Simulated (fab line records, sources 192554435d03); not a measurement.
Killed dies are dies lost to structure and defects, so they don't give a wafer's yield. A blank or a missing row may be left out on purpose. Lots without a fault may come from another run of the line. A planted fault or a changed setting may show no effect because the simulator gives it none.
Chamber matching | flow n5_finfet | N5_BEOL_M3_CMP_52 on cmp-04: 4 sister chambers
The step polishes, stops on SiOC, t overpolish 6.8 s, target thk 40 nm. 15 wafers are shown with their chamber, then 7 later ones without.

WAFERS WITH THEIR CHAMBER
wafer  | chamber | motor_current_A (A) | time_to_endpoint_s (s) | barrier_field_endpoint_s (s)
L579.1 | 2       | 6.0                 | 61                     | 24.7
L579.3 | 0       | 5.7                 | 59                     | 23.8
L579.5 | 0       | 5.9                 | 62                     | 24.9
L580.1 | 2       | 5.8                 | 60                     | 24.2
L580.4 | 3       | 5.7                 | 64                     | 24.9
L580.5 | 2       | 5.9                 | 62                     | 24.0
L582.1 | 1       | 4.8                 | 58                     | 23.6
L582.5 | 2       | 5.9                 | 61                     | 23.8
L582.6 | 3       | 6.0                 | 62                     | 25.2
L583.1 | 0       | 5.8                 | 60                     | 24.2
L583.3 | 1       | 4.8                 | 62                     | 25.3
L583.5 | 3       | 5.7                 | 65                     | 25.8
L596.1 | 1       | 4.6                 | 62                     | 24.5
L596.2 | 2       | 5.8                 | 59                     | 24.7
L596.4 | 0       | 5.7                 | 61                     | 24.7

SIGNATURES (means of the wafers above)
reading                  | chamber 0 | chamber 1 | chamber 2 | chamber 3 | scatter within a chamber
motor_current_A          | 5.775     | 4.733     | 5.880     | 5.800     | 0.114
time_to_endpoint_s       | 60.50     | 60.67     | 60.60     | 63.67     | 1.52
barrier_field_endpoint_s | 24.400    | 24.467    | 24.280    | 25.300    | 0.546
Rule: a wafer's distance from a chamber is the root of the sum, over the readings, of the square of ((its reading less the chamber's mean) divided by the reading's scatter). The wafer belongs to the nearest chamber; if the next one is less than 2 further off, it can't be placed. The scatter: the root of (the sum of the squares of (reading less its chamber's mean) over the shown wafers, divided by (wafers less chambers)).

WAFERS WITHOUT THEIR CHAMBER
wafer  | motor_current_A (A) | time_to_endpoint_s (s) | barrier_field_endpoint_s (s)
L595.1 | 5.8                 | 64                     | 24.5
L595.3 | 5.7                 | 57                     | 23.1
L597.3 | 4.7                 | 57                     | 24.4
L597.5 | 5.8                 | 67                     | 25.6
L599.1 | 5.9                 | 63                     | 24.8
L599.2 | 4.8                 | 58                     | 24.1
L599.4 | 5.7                 | 64                     | 25.4

WHICH CHAMBER EACH WENT THROUGH
wafer  | from the rows above          | in truth
L595.1 | can't be placed: 3 or 0 or 2 | 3
L595.3 | can't be placed: 0 or 2      | 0
L597.3 | 1                            | 1
L597.5 | 3                            | 3
L599.1 | can't be placed: 3 or 2 or 0 | 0
L599.2 | 1                            | 1
L599.4 | 3                            | 3
Placed correctly: 4 of 7. Can't be placed from these rows: 3 (the true chamber is among the candidates in 3). Placed wrongly: 0.
